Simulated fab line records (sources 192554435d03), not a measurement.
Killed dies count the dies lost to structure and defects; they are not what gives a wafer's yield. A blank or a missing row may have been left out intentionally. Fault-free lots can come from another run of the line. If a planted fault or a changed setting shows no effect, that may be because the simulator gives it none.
fab line records    flow n5Finfet
[record] lots = 9  wafers = 27  lastDay = 18
route steps=1938 shown GATE_CUT@514 MOL_CONTACT_COAG@535 BEOL_M4@1111
lots with no fault: from the same line, run without faults
startH: hours from the record's first day to the start of the lot's first wafer shown    waitH: how many hours have passed since the lot's step before this one    " the same as in the row above    L1.1+2: a row that stands for several wafers    - no value, or no start given    * or withheld: withheld    < > ~ a bound
route shown NAME@n: a module of which the file shows steps, and the number in the route of the first    usual: mean and standard deviation over wafers with no fault    same: alike in all rows    chamber/n: place in a boat    sites: per-site readings    _std_site: the values' standard deviation    _edge_site: inner sites' mean taken away from outer sites' mean    radiusMm: for every site, how far away it sits from the centre of the wafer    mask NAME#n: copy n    behind: the last tool/chamber to shape the wafer    hold: why the lot went on hold/how many hours it stayed there/how the hold came to an end    device: transistor that didn't switch, given as n, p or np    end of line: tests of these same wafers at the route's end    for a step that has no rows: nothing shown but its recipe    killed: dies that structure and defects cost at the first sort, which is not the same as the wafer's yield    map: shows each die of a wafer: x if killed, . if not, _ if none is there
set.NAME: the run value of the setting; set.NAME@STEP: its run value at that earlier step    model.NAME: the simulator's own value behind a step, which no gauge read
steps of the route over a sample of lots; a table a step, a row a wafer
services: when a tool's chamber went out of use (startH, in hours from the record's first day, below 0 if earlier), for how many hours, and the reason
[[steps]]
[step N5_GATE_CUT_CMP_61]
[recipe] stopOn = SiNx  tOverpolishS = 3  postCmpClean = alkalineBrush  downForcePsi = 4  platenRpm = 27.09  padVelocityMS = 0.539
[usual] edgeZonePressureFrac = 1.000/0.0051  motorCurrentA = 11.6/1.4
lot.wafer  tool    chamber  startH  waitH  edgeZonePressureFrac  motorCurrentA
L913.4     cmp-03  1        107.88  0.4    1.005                 11.0
L913.2     "       2        "       "      1.000                 11.0
L913.5     "       1        "       "      0.995                 10.9
L914.1     cmp-02  1        113.91  0.3    0.995                 10.4
L914.3     "       2        "       "      0.998                 11.1
L914.4     "       3        "       "      1.006                 10.6
L915.3     cmp-01  1        120.93  0.4    1.003                 12.9
L915.1     "       3        "       "      1.006                 13.2
L915.4     "       0        "       "      1.002                 10.7
L916.2     cmp-02  2        123.82  0.3    1.005                 11.0
L916.3     "       3        "       "      0.997                 10.2
L916.6     "       1        "       "      0.998                 10.1
L918.4     cmp-03  3        136.89  0.2    0.995                 10.8
L918.6     "       0        "       "      0.998                 12.8
L918.5     "       1        "       "      0.999                 10.8
L921.2     cmp-01  3        151.97  0.3    0.989                 12.7
L921.3     "       1        "       "      0.995                 12.7
L921.5     "       3        "       "      1.004                 13.2
L927.3     cmp-02  2        189.79  0.2    1.002                 11.1
L927.5     "       3        "       "      1.004                 10.6
L927.6     "       0        "       "      1.002                 11.2
L930.1     cmp-02  3        213.93  0.2    1.004                 10.9
L930.6     "       0        "       "      0.997                 11.7
L930.5     "       1        "       "      0.997                 10.2
L933.3     cmp-03  1        226.78  0.4    1.007                 10.4
L933.2     "       2        "       "      1.003                 9.9
L933.5     "       2        "       "      1.004                 10.8
[step N5_MOL_CONTACT_COAG_CONTACT_ETCH_14]
[recipe] chemistry = C4F6/O2  target = SiO2  targetDepthA = 275  overetchA = 85  maskMaterial = SOC  pressureMtorr = 30  sourceW = 370  biasW = 185  Ar_flow_sccm = 300  C4F6_flow_sccm = 16  O2_flow_sccm = 10  timeS = 20  ionEnergyEv = 259.6
[usual] drypumpMotorCurrentA = 5.7/0.57  mfcArSccm = 299.9/0.92  oes_f_703_au = 0.76/0.09  oesProductAu = 0.65/0.069  rfVppV = 691.6/2.9  runLengthS = 43.3/0.36  showerheadPlenumPTorr = 2.85/0.082  throttleValvePct = 21.31/0.27
lot.wafer  tool        chamber  startH  waitH  drypumpMotorCurrentA  mfcArSccm  oes_f_703_au  oesProductAu  rfHoursCounterH  rfVppV  runLengthS  showerheadPlenumPTorr  throttleValvePct
L913.2     rieDiel-06  3        108.92  0.0    5.5                   301.1      0.68          0.60          192              688.8   42.9        2.77                   21.52
L913.4     "           0        "       "      5.6                   299.9      0.80          0.67          139              693.6   43.0        2.92                   21.40
L913.5     "           0        "       "      5.6                   299.4      0.78          0.66          -                693.5   43.2        2.92                   21.40
L914.1     rieDiel-06  3        114.93  0.0    5.5                   298.9      0.67          0.61          194              687.1   42.7        2.76                   21.53
L914.3     "           2        "       "      6.7                   300.0      0.69          0.58          222              687.1   43.0        2.74                   21.21
L914.4     "           0        "       "      5.6                   300.2      0.79          0.67          141              693.5   43.0        2.92                   21.41
L915.1     rieDiel-06  3        121.76  0.0    5.5                   300.0      0.67          0.60          196              689.3   42.9        2.76                   21.54
L915.3     "           2        "       "      6.6                   299.6      0.69          0.59          224              687.9   43.3        2.74                   21.21
L915.4     "           0        "       "      5.6                   301.1      0.78          0.67          143              693.3   43.1        2.92                   21.41
L916.2     rieDiel-06  1        125.03  0.0    4.9                   300.8      0.79          0.66          132              688.0   43.7        2.80                   21.70
L916.3     "           0        "       "      5.6                   300.5      0.78          0.74          144              693.4   40.6        2.92                   21.45
L916.6     "           0        "       "      5.6                   300.9      0.79          0.74          -                692.9   40.8        2.92                   21.47
L918.4     rieDiel-05  0        137.86  0.0    6.1                   300.4      0.90          0.76          33               691.6   43.4        2.83                   20.95
L918.5     "           1        "       "      5.8                   299.7      0.70          0.61          -                691.2   43.2        2.86                   21.48
L918.6     "           0        "       "      6.1                   300.2      0.89          0.76          -                690.1   42.9        2.83                   20.93
L921.2     rieDiel-06  3        153.44  0.0    5.5                   298.9      0.66          0.59          210              688.1   42.7        2.76                   21.55
L921.3     "           0        "       "      5.6                   300.1      0.77          0.73          156              692.5   40.9        2.91                   21.47
L921.5     "           1        "       "      4.9                   299.4      0.77          0.65          -                689.1   43.6        2.80                   21.70
L927.3     rieDiel-05  3        190.58  0.0    6.1                   300.0      0.71          0.60          204              695.5   43.0        2.97                   21.65
L927.5     "           0        "       "      6.1                   298.8      0.87          0.74          -                690.7   42.8        2.82                   20.96
L927.6     "           1        "       "      5.8                   297.7      0.69          0.60          -                690.9   43.5        2.85                   21.49
L930.1     rieDiel-05  3        214.99  0.0    6.0                   300.1      0.70          0.60          215              695.9   43.2        2.97                   21.67
L930.5     "           1        "       "      5.8                   300.0      0.68          0.60          -                691.4   43.1        2.85                   21.49
L930.6     "           0        "       "      6.1                   300.5      0.87          0.74          -                690.4   42.7        2.82                   20.98
L933.2     rieDiel-06  3        227.74  0.0    5.4                   297.7      0.65          0.58          239              687.7   42.6        2.74                   21.59
L933.3     "           2        "       "      6.6                   298.9      0.98          0.83          7                698.7   43.2        3.06                   20.94
L933.5     "           1        "       "      4.9                   302.3      0.76          0.63          -                689.7   44.0        2.79                   21.75
[step N5_MOL_CONTACT_COAG_STRIP_98]
[recipe] chemistry = N2/H2  powerW = 500  tempC = 40  pressureMtorr = 50  rfFrequencyHz = 6e+07  overashFraction = 0.3  biasPowerW = 8  h2Frac = 0.5  n2FlowSccm = 300  h2FlowSccm = 300
[usual] drypumpMotorCurrentA = 5.7/0.58  oesProductAu = 0.77/0.087  rfVppV = 54.1/1.5  showerheadPlenumPTorr = 3.32/0.092  throttleValvePct = 18.9/0.41
lot.wafer  tool        chamber  startH  waitH  drypumpMotorCurrentA  oesProductAu  rfHoursCounterH  rfVppV  showerheadPlenumPTorr  throttleValvePct
L913.2     rieDiel-06  3        109.07  0.0    5.5                   0.71          192              54.0    3.23                   19.8
L913.4     "           0        "       "      5.6                   0.80          139              54.4    3.36                   18.7
L913.5     "           0        "       "      5.6                   0.80          -                52.7    3.36                   18.7
L914.1     rieDiel-06  3        115.07  0.0    5.5                   0.71          194              52.4    3.23                   19.8
L914.3     "           2        "       "      6.7                   0.70          222              52.2    3.20                   19.0
L914.4     "           0        "       "      5.6                   0.79          141              54.3    3.36                   18.7
L915.1     rieDiel-06  3        121.91  0.0    5.4                   0.71          196              53.4    3.23                   19.8
L915.3     "           2        "       "      6.6                   0.70          224              55.0    3.20                   19.0
L915.4     "           0        "       "      5.6                   0.80          143              53.7    3.36                   18.7
L916.2     rieDiel-06  1        125.18  0.0    4.9                   0.79          132              52.1    3.24                   18.8
L916.3     "           0        "       "      5.6                   0.79          144              54.2    3.36                   18.7
L916.6     "           0        "       "      5.6                   0.78          -                57.1    3.36                   18.7
L918.4     rieDiel-05  0        138.00  0.0    6.2                   0.90          33               55.4    3.29                   18.7
L918.5     "           1        "       "      5.8                   0.71          -                53.6    3.31                   19.0
L918.6     "           0        "       "      6.1                   0.91          -                53.2    3.29                   18.7
L921.2     rieDiel-06  3        153.59  0.0    5.4                   0.69          210              51.8    3.22                   19.9
L921.3     "           0        "       "      5.6                   0.79          156              52.7    3.35                   18.7
L921.5     "           1        "       "      4.9                   0.77          -                55.3    3.24                   18.8
L927.3     rieDiel-05  3        190.72  0.0    6.1                   0.71          204              58.4    3.46                   19.2
L927.5     "           0        "       "      6.2                   0.90          -                52.3    3.28                   18.7
L927.6     "           1        "       "      5.8                   0.70          -                54.9    3.30                   19.0
L930.1     rieDiel-05  3        215.13  0.0    6.0                   0.70          215              53.5    3.45                   19.2
L930.5     "           1        "       "      5.8                   0.69          -                54.0    3.30                   19.0
L930.6     "           0        "       "      6.1                   0.88          -                51.1    3.28                   18.8
L933.2     rieDiel-06  3        227.89  0.0    5.5                   0.66          239              54.3    3.21                   19.9
L933.3     "           2        "       "      6.6                   0.98          7                53.0    3.59                   18.7
L933.5     "           1        "       "      4.9                   0.74          -                55.0    3.22                   18.9
[step N5_MOL_CONTACT_COAG_CD_MEAS_99]
[recipe] targetCdNm = 17.2  polarity = opening
[usual] cdNm = 17.2/0.33
lot.wafer  tool      chamber  startH  waitH  cdNm
L913.2     cdSem-02  -        109.14  -      17.1
L913.4     "         -        "       "      17.6
L913.5     "         -        "       "      17.7
L914.1     cdSem-02  -        115.14  -      16.7
L914.3     "         -        "       "      17.0
L914.4     "         -        "       "      18.0
L915.1     cdSem-01  -        121.98  -      16.6
L915.3     "         -        "       "      16.3
L915.4     "         -        "       "      17.2
L916.2     cdSem-01  -        125.25  -      17.2
L916.3     "         -        "       "      17.2
L916.6     "         -        "       "      17.5
L918.4     cdSem-01  -        138.08  -      16.8
L918.5     "         -        "       "      17.1
L918.6     "         -        "       "      17.6
L921.2     cdSem-02  -        153.66  -      16.8
L921.3     "         -        "       "      17.1
L921.5     "         -        "       "      17.0
L927.3     cdSem-03  -        190.80  -      17.3
L927.5     "         -        "       "      17.4
L927.6     "         -        "       "      17.4
L930.1     cdSem-01  -        215.20  -      17.7
L930.5     "         -        "       "      17.5
L930.6     "         -        "       "      17.4
L933.2     cdSem-02  -        227.96  -      17.0
L933.3     "         -        "       "      17.5
L933.5     "         -        "       "      16.9
[step N5_BEOL_M4_RC_MEAS_101]
[usual] DIBL_N = 36.0/1.8  DIBL_P = 36.3/2.4  IOFF_N = 0.16/0.035  IOFF_P = 0.21/0.036  ION_N = 673/13  ION_P = 461/7.2  SS_N = 71.4/0.6  SS_P = 73.2/0.7  VT_N = 250/4  VT_P = -250.9/2.9
lot.wafer  tool       chamber  startH  waitH  DIBL_N[mV/V]  DIBL_P[mV/V]  IOFF_N[nA/um]  IOFF_P[nA/um]  ION_N[uA/um]  ION_P[uA/um]  SS_N[mV/dec]  SS_P[mV/dec]  VT_N[mV]  VT_P[mV]
L913.2     prober-02  0        195.12  0.2    34.3          33.5          0.16           0.21           678           463           70.8          73.2          246       -247.1
L913.4     "          0        "       "      34.0          32.9          0.14           0.19           670           459           71.3          72.7          250       -249.6
L913.5     "          0        "       "      32.7          30.7          0.12           0.16           653           461           71.3          72.2          252       -251.3
L914.1     prober-02  0        202.87  0.0    33.9          34.9          0.13           0.17           674           461           70.4          73.2          254       -250.4
L914.3     "          0        "       "      37.5          37.1          0.19           0.20           668           455           72.0          73.4          248       -251.0
L914.4     "          0        "       "      35.4          36.2          0.15           0.19           678           470           71.5          73.2          249       -250.7
L916.2     prober-01  0        215.20  0.2    35.3          37.0          0.15           0.20           675           464           71.0          73.5          249       -252.4
L916.3     "          0        "       "      35.7          36.7          0.15           0.20           666           459           71.3          73.3          253       -251.4
L916.6     "          0        "       "      32.9          34.1          0.11           0.16           668           465           71.0          72.7          255       -253.0
L915.1     prober-02  0        218.00  0.0    32.7          32.6          0.10           0.14           643           446           70.0          71.9          259       -257.7
L915.3     "          0        "       "      34.2          34.1          0.12           0.16           663           453           71.5          72.7          255       -254.1
L915.4     "          0        "       "      35.7          37.3          0.15           0.20           692           471           71.5          73.3          248       -249.6
L918.4     prober-01  0        221.29  0.5    37.1          38.9          0.18           0.20           690           466           70.7          73.9          244       -253.0
L918.5     "          0        "       "      38.0          39.6          0.18           0.22           681           464           71.6          74.2          247       -252.3
L918.6     "          0        "       "      40.5          43.6          0.26           0.29           697           464           72.0          74.2          242       -248.7
L921.2     prober-01  0        227.39  0.2    35.3          35.9          0.13           0.21           668           464           70.6          73.9          255       -250.9
L921.3     "          0        "       "      34.6          35.0          0.13           0.19           673           473           70.6          73.0          253       -252.9
L921.5     "          0        "       "      32.8          32.3          0.10           0.15           657           458           70.4          71.3          259       -252.3
L927.3     prober-02  0        280.20  0.3    35.5          37.7          0.18           0.22           683           467           70.6          73.8          247       -248.6
L927.5     "          0        "       "      34.0          35.7          0.14           0.19           682           469           71.1          72.9          251       -251.5
L927.6     "          0        "       "      36.1          37.6          0.17           0.23           680           457           71.8          73.7          247       -248.3
L930.1     prober-02  0        286.98  0.0    36.0          35.9          0.15           0.20           675           461           71.1          74.0          252       -250.9
L930.5     "          0        "       "      33.0          32.7          0.11           0.16           668           459           70.9          73.1          253       -252.0
L930.6     "          0        "       "      37.4          36.6          0.16           0.21           667           457           71.4          73.7          253       -251.4
L933.2     prober-01  0        318.44  0.2    37.2          37.1          0.16           0.21           673           457           71.4          73.4          250       -252.4
L933.3     "          0        "       "      37.9          36.6          0.16           0.21           681           461           72.1          74.0          250       -252.9
L933.5     "          0        "       "      39.3          38.0          0.20           0.25           687           464           72.2          73.7          247       -246.7
[[services]]
tool        chamber  startH  hours  kind
cmp-02      -        127.72  4.6    pm
cmp-01      -        132.22  4.6    pm
cmp-02      -        136.03  4.0    pm
cmp-02      -        140.03  -      consumableReplace:conditioner
cmp-02      -        140.03  -      consumableReplace:pad
rieDiel-05  -        147.49  16.3   repair
cmp-01      -        178.17  4.0    pm
cmp-01      -        182.17  -      consumableReplace:conditioner
cmp-01      -        182.17  -      consumableReplace:pad
cmp-01      -        183.39  0.2    repair
rieDiel-06  2        186.97  -      clean
rieDiel-06  2        186.97  -      consumableReplace:focusRing
rieDiel-06  2        186.97  -      consumableReplace:showerhead
rieDiel-06  2        186.97  13.7   scheduledDown
rieDiel-06  2        186.97  13.7   ventCycle
rieDiel-05  2        197.50  -      clean
rieDiel-05  2        197.50  -      consumableReplace:focusRing
rieDiel-05  2        197.50  21.7   scheduledDown
rieDiel-05  2        197.50  21.7   ventCycle
rieDiel-05  1        219.55  -      clean
rieDiel-05  1        219.55  -      consumableReplace:focusRing
rieDiel-05  1        219.55  26.5   scheduledDown
rieDiel-05  1        219.55  26.5   ventCycle
rieDiel-05  -        220.37  0.1    repair
[[key]]
[firstSign] step = N5_MOL_CONTACT_COAG_CONTACT_ETCH_14  reading = runLengthS  direction = down  sigmas = 7  usual = *  struck = *
effect none on later readings
metAt N5_MOL_CONTACT_COAG_CONTACT_ETCH_14
struckLots L916,L921
struckWafers L916.3,L916.6,L921.3
notActingAt N5_GATE_CUT_CMP_61,N5_MOL_CONTACT_COAG_STRIP_98,N5_MOL_CONTACT_COAG_CD_MEAS_99
onsetBetween 121.76 125.03
[fault] kind = processParameterDrift  tool = rieDiel-06  chamber = -  onsetH = 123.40  steps = N5_MOL_CONTACT_COAG_CONTACT_ETCH_14  channel = timeS  offset = *  shape = step  endH = 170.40  scope = struckWafersOnly  actsIn = *  stated = *
